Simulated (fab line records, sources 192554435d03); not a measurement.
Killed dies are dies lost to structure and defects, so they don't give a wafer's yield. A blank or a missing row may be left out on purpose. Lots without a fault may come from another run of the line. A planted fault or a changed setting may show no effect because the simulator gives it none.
fab line records | flow n5_finfet
record lots=14 wafers=42 last_day=18
route steps=1938 shown BEOL_M1@826 BEOL_M2@841 BEOL_M4@1111
lots that met no fault: from a run of the same line without faults
start_h: hours from the record's first day to the start of the lot's first wafer shown | wait_h: hours since the lot's step before | " the same as in the row above | L1.1+2: a row that stands for several wafers | - no value, or no start given | * or withheld: withheld | < > ~ a bound
route shown NAME@n: a module of which the file shows steps, and the number in the route of the first | usual: mean/standard deviation of fault-free wafers | same: alike in all rows | chamber/n: place in a boat | sites: the reading at each site | _std_site: their standard deviation | _edge_site: outer sites' mean less inner sites' | radius_mm: how far each site lies from the wafer's centre | mask NAME#n: copy n | behind: the tool/chamber that last shaped the wafer | hold: why the lot was held/for how many hours/how that ended | device: the transistor (n, p or np) that didn't switch | end of line: the same wafers' tests at the end of the route | a step without rows: its recipe alone | killed: dies lost to structure and defects at the first sort, not the wafer's yield | map: a wafer's dies, x killed, . not, _ none there
set.NAME: the setting as run; set.NAME@STEP: as run at that earlier step | model.NAME: the simulator's own value behind a step, which no gauge read
steps of the route over a sample of lots; a table a step, a row a wafer
services: from which hour (start_h, from the record's first day; less than 0 if before it) a tool's chamber was out of use, for how many hours, and why
## steps
# step N5_BEOL_M1_SPUTTER_92
# recipe material=Cu target_thk_a=45 temp_c=-20 chamber_pressure_pa=0.07 power_w=withheld time_s=8.29
# usual chuck_gas_flow_sccm=1.27/0.058 substrate_temp_c=-19.99/0.1 throttle_valve_pct=30.2/1.3
# columns lot.wafer tool chamber start_h wait_h chuck_gas_flow_sccm substrate_temp_c throttle_valve_pct
L400.2 pvd_sputter-01 - 128.61 0.1 1.30 -20.09 29.9
L400.3 " - " " 1.27 -20.02 31.3
L400.4 " - " " 1.22 -20.18 31.4
L401.2 pvd_sputter-02 - 134.21 0.1 1.33 -19.94 31.2
L401.4 " - " " 1.24 -19.93 29.9
L401.5 " - " " 1.28 -20.12 31.5
L402.1 pvd_sputter-03 - 142.48 0.1 1.32 -19.92 29.7
L402.3 " - " " 1.39 -19.95 32.4
L402.4 " - " " 1.32 -20.00 30.4
L404.1 pvd_sputter-01 - 146.39 0.1 1.30 -20.24 31.5
L404.3 " - " " 1.31 -19.97 30.1
L404.6 " - " " 1.19 -20.07 31.2
L406.1 pvd_sputter-01 - 161.22 0.1 1.35 -20.17 29.2
L406.2 " - " " 1.26 -19.95 31.3
L406.4 " - " " 1.28 -19.91 30.1
L407.1 pvd_sputter-02 - 172.94 0.1 1.32 -20.04 29.9
L407.2 " - " " 1.29 -20.15 27.9
L407.3 " - " " 1.32 -19.96 31.5
L409.1 pvd_sputter-03 - 201.74 0.1 1.29 -19.87 29.9
L409.2 " - " " 1.35 -19.92 32.2
L409.4 " - " " 1.27 -20.10 28.5
L410.1 pvd_sputter-02 - 206.67 0.1 1.40 -20.11 31.2
L410.3 " - " " 1.23 -19.98 27.8
L410.6 " - " " 1.27 -20.09 31.2
L411.2 pvd_sputter-01 - 207.04 0.1 1.29 -20.02 31.5
L411.3 " - " " 1.20 -20.10 29.1
L411.6 " - " " 1.36 -19.80 30.3
L414.1 pvd_sputter-02 - 212.91 0.1 1.27 -20.02 27.9
L414.2 " - " " 1.24 -19.68 29.6
L414.5 " - " " 1.33 -20.07 28.0
L413.2 pvd_sputter-02 - 214.75 0.1 1.31 -19.99 30.0
L413.4 " - " " 1.23 -20.08 31.3
L413.6 " - " " 1.28 -19.83 28.0
L420.2 pvd_sputter-03 - 246.16 0.1 1.33 -19.98 32.5
L420.5 " - " " 1.28 -20.01 30.2
L420.6 " - " " 1.25 -19.97 28.4
L421.1 pvd_sputter-02 - 268.18 0.1 1.29 -20.02 27.7
L421.3 " - " " 1.27 -20.07 31.4
L421.4 " - " " 1.21 -20.02 29.8
L423.1 pvd_sputter-03 - 271.68 0.1 1.41 -19.94 32.1
L423.4 " - " " 1.15 -19.93 29.8
L423.5 " - " " 1.26 -20.01 29.6
# step N5_BEOL_M1_CO_CAP_55
# recipe material=Co target_thk_a=20 temp_c=200 precursor=CCTBA/H2 pressure_torr=30 time_s=102.1
# usual heater_power_w=250/42
# columns lot.wafer tool chamber start_h wait_h heater_power_w
L400.2 cvd_co-02 2 130.06 0.0 230
L400.3 " 2 " " 236
L400.4 " 0 " " 290
L401.2 cvd_co-02 2 135.66 0.0 235
L401.4 " 2 " " 243
L401.5 " 2 " " 233
L402.1 cvd_co-02 2 143.79 0.0 233
L402.3 " 0 " " 288
L402.4 " 1 " " 201
L404.1 cvd_co-02 2 147.70 0.0 228
L404.3 " 0 " " 302
L404.6 " 0 " " 293
L406.1 cvd_co-02 1 162.56 0.0 200
L406.2 " 2 " " 236
L406.4 " 0 " " 293
L407.1 cvd_co-01 0 174.24 0.0 293
L407.2 " 1 " " 295
L407.3 " 2 " " 197
L409.1 cvd_co-02 0 203.04 0.0 299
L409.2 " 2 " " 233
L409.4 " 0 " " 298
L410.1 cvd_co-02 0 207.97 0.0 288
L410.3 " 2 " " 237
L410.6 " 0 " " 293
L411.2 cvd_co-02 2 208.43 0.0 237
L411.3 " 1 " " 199
L411.6 " 2 " " 234
L414.1 cvd_co-02 2 214.22 0.0 236
L414.2 " 1 " " 192
L414.5 " 1 " " 192
L413.2 cvd_co-01 2 216.16 0.0 199
L413.4 " 1 " " 286
L413.6 " 0 " " 293
L420.2 cvd_co-02 2 247.46 0.0 237
L420.5 " 0 " " 295
L420.6 " 2 " " 238
L421.1 cvd_co-01 1 269.48 0.0 281
L421.3 " 0 " " 284
L421.4 " 2 " " 197
L423.1 cvd_co-01 0 272.98 0.0 291
L423.4 " 0 " " 292
L423.5 " 1 " " 277
# step N5_BEOL_M2_ILD_DEP_00
# recipe material=SiOC target_thk_a=790 temp_c=350 precursor=DEMS/O2 pressure_torr=5 rf_w=500 time_s=15.3
# usual chamber_pressure_Torr=4.999/0.01 heater_power_outer_w=270/67 heater_power_w=500/93 showerhead_plenum_p_Torr=5.704/0.015 throttle_valve_pct=11.9/0.42
# columns lot.wafer tool chamber start_h wait_h chamber_pressure_Torr heater_power_outer_w heater_power_w showerhead_plenum_p_Torr throttle_valve_pct
L400.2 pecvd-02 0 130.34 0.0 4.992 230 491 5.739 11.8
L400.3 " 1 " " 5.000 183 384 5.693 12.2
L400.4 " 2 " " 5.001 177 359 5.687 11.2
L401.2 pecvd-04 2 135.95 0.0 4.992 370 598 5.720 11.1
L401.4 " 2 " " 5.000 366 601 5.707 11.0
L401.5 " 1 " " 4.997 398 624 5.693 12.7
L402.1 pecvd-02 0 144.03 0.0 4.997 259 521 5.732 11.7
L402.3 " 2 " " 5.001 205 408 5.696 11.5
L402.4 " 2 " " 4.991 209 407 5.680 11.4
L404.1 pecvd-01 0 147.94 0.0 4.974 306 481 5.682 12.0
L404.3 " 1 " " 5.001 296 539 5.711 12.4
L404.6 " 1 " " 5.004 289 568 5.695 12.2
L406.1 pecvd-02 1 162.81 0.0 4.992 205 428 5.693 12.2
L406.2 " 0 " " 4.981 284 571 5.724 11.6
L406.4 " 2 " " 5.003 148 339 5.696 11.2
L407.1 pecvd-01 2 174.49 0.0 5.005 340 603 5.709 11.7
L407.2 " 1 " " 5.012 295 553 5.693 12.3
L407.3 " 0 " " 5.000 258 423 5.689 12.1
L409.1 pecvd-04 2 203.29 0.0 5.007 381 619 5.715 11.2
L409.2 " 0 " " 4.997 314 570 5.706 11.8
L409.4 " 2 " " 4.997 374 605 5.701 11.1
L410.1 pecvd-04 2 208.22 0.0 5.001 339 551 5.711 11.3
L410.3 " 0 " " 5.008 350 618 5.699 11.5
L410.6 " 0 " " 5.004 347 632 5.700 11.6
L411.2 pecvd-01 1 208.67 0.0 4.997 307 595 5.686 12.1
L411.3 " 1 " " 4.976 310 570 5.703 12.3
L411.6 " 1 " " 5.002 300 585 5.714 12.4
L414.1 pecvd-02 0 214.46 0.0 5.006 309 567 5.725 11.7
L414.2 " 1 " " 5.009 183 403 5.688 12.1
L414.5 " 0 " " 5.013 304 575 5.731 11.5
L413.2 pecvd-02 1 216.42 0.0 4.992 218 434 5.703 12.2
L413.4 " 0 " " 4.990 231 478 5.724 11.5
L413.6 " 0 " " 4.991 249 506 5.723 11.8
L420.2 pecvd-04 1 247.71 0.0 5.011 391 630 5.693 12.7
L420.5 " 2 " " 4.988 363 599 5.715 11.2
L420.6 " 1 " " 5.000 386 634 5.691 12.5
L421.1 pecvd-02 1 269.76 0.0 4.988 236 453 5.703 12.1
L421.3 " 0 " " 4.988 260 518 5.722 11.8
L421.4 " 2 " " 5.002 151 333 5.715 11.7
L423.1 pecvd-02 2 273.24 0.0 5.005 155 335 5.683 11.7
L423.4 " 0 " " 5.006 300 577 5.728 11.9
L423.5 " 2 " " 4.984 151 340 5.694 11.7
# step N5_BEOL_M2_HM_DEP_02
# recipe material=TiN target_thk_a=200 temp_c=25 chamber_pressure_pa=0.49996
# usual chamber_pressure_pa=0.5001/0.0011 substrate_temp_c=24.98/0.11 throttle_valve_pct=30.4/1.3
# columns lot.wafer tool chamber start_h wait_h chamber_pressure_pa substrate_temp_c throttle_valve_pct
L400.2 pvd_sputter-03 - 130.74 0.3 0.5009 25.03 28.5
L400.3 " - " " 0.5023 24.77 32.3
L400.4 " - " " 0.5003 25.02 30.1
L401.2 pvd_sputter-01 - 137.24 1.2 0.4981 24.74 30.1
L401.4 " - " " 0.4979 25.06 29.1
L401.5 " - " " 0.5004 25.02 28.9
L402.1 pvd_sputter-02 - 144.55 0.4 0.4996 24.91 31.4
L402.3 " - " " 0.4997 25.01 29.7
L402.4 " - " " 0.5009 25.03 31.0
L404.1 pvd_sputter-03 - 150.43 2.4 0.5007 25.08 30.4
L404.3 " - " " 0.5001 25.00 32.4
L404.6 " - " " 0.5008 24.84 29.8
L406.1 pvd_sputter-03 - 163.43 0.5 0.5002 25.02 28.6
L406.2 " - " " 0.5021 24.87 30.3
L406.4 " - " " 0.5015 24.91 30.5
L407.1 pvd_sputter-03 - 175.12 0.5 0.4977 24.90 29.7
L407.2 " - " " 0.5006 25.09 28.4
L407.3 " - " " 0.5008 24.98 32.3
L409.1 pvd_sputter-02 - 204.49 1.1 0.5002 25.20 31.0
L409.2 " - " " 0.4994 25.01 31.6
L409.4 " - " " 0.5007 24.89 27.8
L410.1 pvd_sputter-02 - 208.47 0.1 0.4987 25.00 30.1
L410.3 " - " " 0.5003 24.92 31.4
L410.6 " - " " 0.4999 24.92 31.5
L411.2 pvd_sputter-02 - 210.62 1.8 0.4985 25.07 31.5
L411.3 " - " " 0.4993 24.88 31.1
L411.6 " - " " 0.4982 25.02 29.6
L414.1 pvd_sputter-01 - 214.67 0.1 0.4986 24.92 31.2
L414.2 " - " " 0.4991 25.06 29.1
L414.5 " - " " 0.4997 25.03 31.2
L413.2 pvd_sputter-02 - 217.80 1.2 0.5014 25.13 30.0
L413.4 " - " " 0.4995 24.96 30.9
L413.6 " - " " 0.4994 24.96 30.9
L420.2 pvd_sputter-01 - 251.35 3.5 - - -
L420.5 " - " " - - -
L420.6 " - " " - - -
L421.1 pvd_sputter-01 - 271.52 1.6 - - -
L421.3 " - " " - - -
L421.4 " - " " - - -
L423.1 pvd_sputter-02 - 273.72 0.4 0.5014 24.95 30.0
L423.4 " - " " 0.5012 24.96 31.5
L423.5 " - " " 0.5010 25.00 31.2
# step N5_BEOL_M2_HM_OPEN_17
# recipe chemistry=Cl2/BCl3 target_depth_a=200 overetch_a=60 target=TiN mask_material=SOC ion_energy_ev=150 pressure_mtorr=10 icp_w=1000 bias_w=126 Cl2_flow_sccm=53.25 bcl3_flow_sccm=21.75 Ar_flow_sccm=25
# usual drypump_motor_current_A=5.8/0.42 oes_product_au=0.73/0.054 throttle_valve_pct=22.20/0.16
# columns lot.wafer tool chamber start_h wait_h drypump_motor_current_A oes_product_au rf_hours_counter_h throttle_valve_pct
L400.2 rie_metal-01 1 131.70 0.1 6.1 0.66 - 22.15
L400.3 " 1 " " 6.0 0.66 - 22.14
L400.4 " 1 " " 6.0 0.66 - 22.14
L401.2 rie_metal-01 1 138.16 0.1 6.0 0.66 - 22.13
L401.4 " 1 " " 6.1 0.67 - 22.12
L401.5 " 1 " " 6.1 0.66 - 22.12
L402.1 rie_metal-02 1 145.52 0.0 6.2 0.79 3 22.46
L402.3 " 0 " " 6.1 0.77 - 22.27
L402.4 " 1 " " 6.2 0.78 - 22.46
L404.1 rie_metal-01 1 151.73 0.0 6.1 0.65 38 22.17
L404.3 " 1 " " 6.1 0.64 - 22.16
L404.6 " 1 " " 6.1 0.66 - 22.17
L406.1 rie_metal-01 1 164.32 0.0 6.1 0.66 39 22.14
L406.2 " 0 " " 5.3 0.82 2 22.09
L406.4 " 0 " " 5.3 0.81 - 22.11
L407.1 rie_metal-01 1 176.02 0.0 6.1 0.66 40 22.14
L407.2 " 0 " " 5.3 0.80 3 22.10
L407.3 " 1 " " 6.1 0.64 - 22.14
L409.1 rie_metal-02 1 205.39 0.0 6.2 0.75 9 22.48
L409.2 " 0 " " 6.1 0.75 13 22.27
L409.4 " 0 " " 6.1 0.75 - 22.27
L410.1 rie_metal-02 0 209.24 0.0 6.0 0.75 14 22.27
L410.3 " 0 " " 6.0 0.74 - 22.30
L410.6 " 1 " " 6.2 0.74 - 22.47
L411.2 rie_metal-01 1 211.53 0.0 6.0 0.64 42 22.16
L411.3 " 0 " " 5.3 0.79 - 22.12
L411.6 " 0 " " 5.3 0.80 - 22.10
L414.1 rie_metal-02 1 215.60 0.0 6.2 0.76 10 22.45
L414.2 " 0 " " 6.1 0.75 14 22.25
L414.5 " 0 " " 6.1 0.75 - 22.27
L413.2 rie_metal-02 1 218.69 0.0 6.2 0.75 10 22.47
L413.4 " 1 " " 6.2 0.75 - 22.47
L413.6 " 1 " " 6.2 0.74 - 22.50
L420.2 rie_metal-02 0 252.28 0.1 6.1 0.32 - 22.96
L420.5 " 0 " " 6.1 0.32 - 22.96
L420.6 " 0 " " 6.1 0.31 - 22.95
L421.1 rie_metal-03 1 272.72 0.0 4.9 0.33 12 22.75
L421.3 " 1 " " 4.9 0.32 - 22.75
L421.4 " 0 " " 5.4 0.32 - 22.50
L423.1 rie_metal-03 0 275.02 0.0 5.4 0.73 17 21.86
L423.4 " 1 " " 4.9 0.73 - 22.11
L423.5 " 0 " " 5.4 0.73 - 21.87
# step N5_BEOL_M2_CD_MEAS_18
# recipe pitch_nm=36 target_cd_nm=18
# usual cd_nm=18.00/0.3
# columns lot.wafer tool chamber start_h wait_h cd_nm
L400.2 cd_sem-03 - 131.94 0.1 18.20
L400.3 " - " " 17.63
L400.4 " - " " 17.86
L401.2 cd_sem-03 - 138.48 0.1 18.09
L401.4 " - " " 17.96
L401.5 " - " " 18.44
L402.1 cd_sem-03 - 145.70 0.0 18.07
L402.3 " - " " 18.42
L402.4 " - " " 18.02
L404.1 cd_sem-03 - 151.92 0.0 17.99
L404.3 " - " " 18.03
L404.6 " - " " 17.97
L406.1 cd_sem-03 - 164.50 0.0 17.98
L406.2 " - " " 18.23
L406.4 " - " " 18.68
L407.1 cd_sem-03 - 176.20 0.0 18.26
L407.2 " - " " 18.21
L407.3 " - " " 17.65
L409.1 cd_sem-01 - 205.71 0.0 17.58
L409.2 " - " " 17.59
L409.4 " - " " 17.86
L410.1 cd_sem-01 - 209.51 0.0 17.41
L410.3 " - " " 17.81
L410.6 " - " " 18.02
L411.2 cd_sem-03 - 211.82 0.1 18.08
L411.3 " - " " 17.65
L411.6 " - " " 18.12
L414.1 cd_sem-03 - 215.87 0.0 17.56
L414.2 " - " " 18.06
L414.5 " - " " 17.62
L413.2 cd_sem-01 - 218.88 0.1 17.98
L413.4 " - " " 18.31
L413.6 " - " " 17.61
L420.2 cd_sem-01 - 252.63 0.1 -
L420.5 " - " " -
L420.6 " - " " -
L421.1 cd_sem-03 - 273.09 0.0 -
L421.3 " - " " -
L421.4 " - " " -
L423.1 cd_sem-02 - 275.23 0.0 18.38
L423.4 " - " " 17.84
L423.5 " - " " 17.88
# step N5_BEOL_M4_RC_MEAS_101
# usual DIBL_N=36.2/1.7 DIBL_P=36.2/2.2 IOFF_N=0.16/0.035 IOFF_P=0.21/0.042 ION_N=673/13 ION_P=462/7.9 SS_N=71.4/0.59 SS_P=73.2/0.7 VT_N=250/3.6 VT_P=-251/3.5
# columns lot.wafer tool chamber start_h wait_h DIBL_N[mV/V] DIBL_P[mV/V] IOFF_N[nA/um] IOFF_P[nA/um] ION_N[uA/um] ION_P[uA/um] SS_N[mV/dec] SS_P[mV/dec] VT_N[mV] VT_P[mV]
L400.2 prober-01 0 158.81 0.2 39.5 39.9 0.20 0.24 672 458 72.9 74.6 248 -248
L400.3 " 0 " " 37.5 36.7 0.17 0.20 681 461 71.9 74.5 253 -251
L400.4 " 0 " " 34.2 33.5 0.11 0.15 642 443 71.0 72.4 256 -256
L401.2 prober-01 0 167.22 0.2 36.3 36.1 0.14 0.19 653 446 70.9 73.0 250 -252
L401.4 " 0 " " 38.7 40.1 0.21 0.25 688 461 72.5 74.0 243 -247
L401.5 " 0 " " 36.4 38.5 0.17 0.22 674 465 71.4 73.9 248 -251
L402.1 prober-01 0 173.48 0.0 33.7 35.2 0.14 0.21 667 469 70.5 72.9 252 -250
L402.3 " 0 " " 35.4 37.1 0.16 0.23 674 473 71.1 73.2 250 -248
L402.4 " 0 " " 35.9 37.6 0.18 0.23 682 473 71.9 74.0 248 -250
L404.1 prober-02 0 178.17 0.0 35.5 34.9 0.14 0.19 667 464 70.9 73.4 251 -251
L404.3 " 0 " " 34.1 33.8 0.12 0.18 673 467 70.8 72.8 250 -254
L404.6 " 0 " " 36.4 35.9 0.17 0.21 689 467 71.2 72.6 247 -250
L406.1 prober-01 0 196.32 0.0 35.6 38.0 0.17 0.21 681 456 71.0 72.9 252 -250
L406.2 " 0 " " 34.7 36.0 0.14 0.18 662 454 71.7 73.0 250 -253
L406.4 " 0 " " 38.1 39.9 0.20 0.23 681 458 71.8 74.0 249 -251
L407.1 prober-02 0 211.46 0.0 37.3 37.1 0.18 0.24 676 468 71.6 72.4 249 -248
L407.2 " 0 " " 37.1 38.6 0.19 0.27 691 477 71.7 73.7 246 -247
L407.3 " 0 " " 36.5 36.5 0.16 0.22 682 463 71.3 72.6 250 -250
L409.1 prober-01 0 233.47 0.0 38.1 38.7 0.19 0.24 695 468 72.1 73.9 248 -246
L409.2 " 0 " " 37.1 37.4 0.17 0.22 678 464 72.0 73.7 250 -250
L409.4 " 0 " " 38.6 39.1 0.19 0.25 681 466 72.6 74.6 245 -246
L410.1 prober-01 0 237.61 0.0 36.3 36.0 0.15 0.20 673 459 71.0 73.7 253 -253
L410.3 " 0 " " 38.6 38.3 0.20 0.24 670 456 71.4 74.2 248 -251
L410.6 " 0 " " 37.6 36.5 0.17 0.21 671 462 72.3 73.1 248 -250
L411.2 prober-01 0 240.28 0.2 33.6 32.4 0.11 0.16 655 450 70.5 71.7 251 -253
L411.3 " 0 " " 35.7 35.6 0.14 0.21 661 459 70.5 73.2 249 -251
L411.6 " 0 " " 33.9 32.6 0.11 0.17 666 455 70.8 73.0 255 -253
L414.1 prober-01 0 244.91 0.0 37.7 39.0 0.17 0.26 668 463 71.2 73.8 251 -245
L414.2 " 0 " " 34.2 34.5 0.12 0.19 659 464 71.6 72.0 252 -250
L414.5 " 0 " " 35.3 36.8 0.14 0.22 666 460 71.3 73.0 250 -248
L413.2 prober-02 0 247.97 0.2 36.2 34.2 0.14 0.17 679 460 72.2 73.1 252 -255
L413.4 " 0 " " 35.7 34.5 0.13 0.17 680 461 70.5 73.2 254 -256
L413.6 " 0 " " 37.3 35.9 0.15 0.19 674 461 71.6 72.7 253 -251
L423.1 prober-01 0 305.78 0.0 34.9 36.8 0.15 0.17 665 450 70.6 73.9 252 -257
L423.4 " 0 " " 35.1 35.5 0.14 0.16 672 451 71.4 73.2 252 -259
L423.5 " 0 " " 34.1 35.1 0.13 0.16 666 454 71.0 73.1 255 -258
## services
# columns tool chamber start_h hours kind
cvd_co-02 1 114.67 - clean
cvd_co-02 1 114.67 22.0 scheduled_down
cvd_co-02 1 114.67 22.0 vent_cycle
cvd_co-02 - 116.36 0.9 repair
rie_metal-01 0 118.70 - clean
rie_metal-01 0 118.70 27.3 scheduled_down
rie_metal-01 0 118.70 27.3 vent_cycle
pecvd-01 0 121.18 2.1 scheduled_down
pecvd-04 - 125.98 2.8 pm
cvd_co-02 2 166.16 9.0 repair
pecvd-01 2 169.32 2.1 scheduled_down
pecvd-04 0 178.14 6.4 repair
pecvd-02 - 181.06 0.7 repair
rie_metal-03 - 186.42 2.8 pm
rie_metal-01 - 189.92 0.2 repair
pecvd-01 - 191.71 0.4 repair
pecvd-01 2 202.38 - clean
pecvd-02 2 213.72 5.5 scheduled_down
cvd_co-02 2 235.07 3.4 repair
rie_metal-02 1 238.10 16.0 repair
cvd_co-01 0 252.59 8.9 repair
cvd_co-02 1 258.73 4.7 repair
cvd_co-02 - 262.55 6.0 pm
pecvd-04 2 266.62 5.5 scheduled_down
## key
first_sign step=N5_BEOL_M2_HM_DEP_02 reading=tool_record direction=missing
effect step=N5_BEOL_M2_HM_OPEN_17 reading=oes_product_au direction=down sigmas=7.6 usual=0.73 struck=0.32
effect step=N5_BEOL_M2_CD_MEAS_18 reading=cd_nm direction=missing
met_at N5_BEOL_M2_HM_DEP_02
struck_lots L420,L421
later_rows_left_out L420.2,L420.5,L420.6,L421.1,L421.3,L421.4
sort_left_out L420.2,L420.5,L420.6,L421.1,L421.3,L421.4
not_acting_at N5_BEOL_M1_SPUTTER_92,N5_BEOL_M1_CO_CAP_55,N5_BEOL_M2_ILD_DEP_00
onset_between 214.67 251.35
fault kind=skipped_step_whole tool=pvd_sputter-01 chamber=- onset_h=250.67 steps=N5_BEOL_M2_HM_DEP_02 scope=struck_lots_only
# sort_left_out: the simulated sort isn't trusted on such a fault, so these wafers' sort isn't shown, and their yield isn't known
# later_rows_left_out: the simulator's readings of these wafers behind a module that went badly wrong aren't trusted and aren't shown, but for the sort
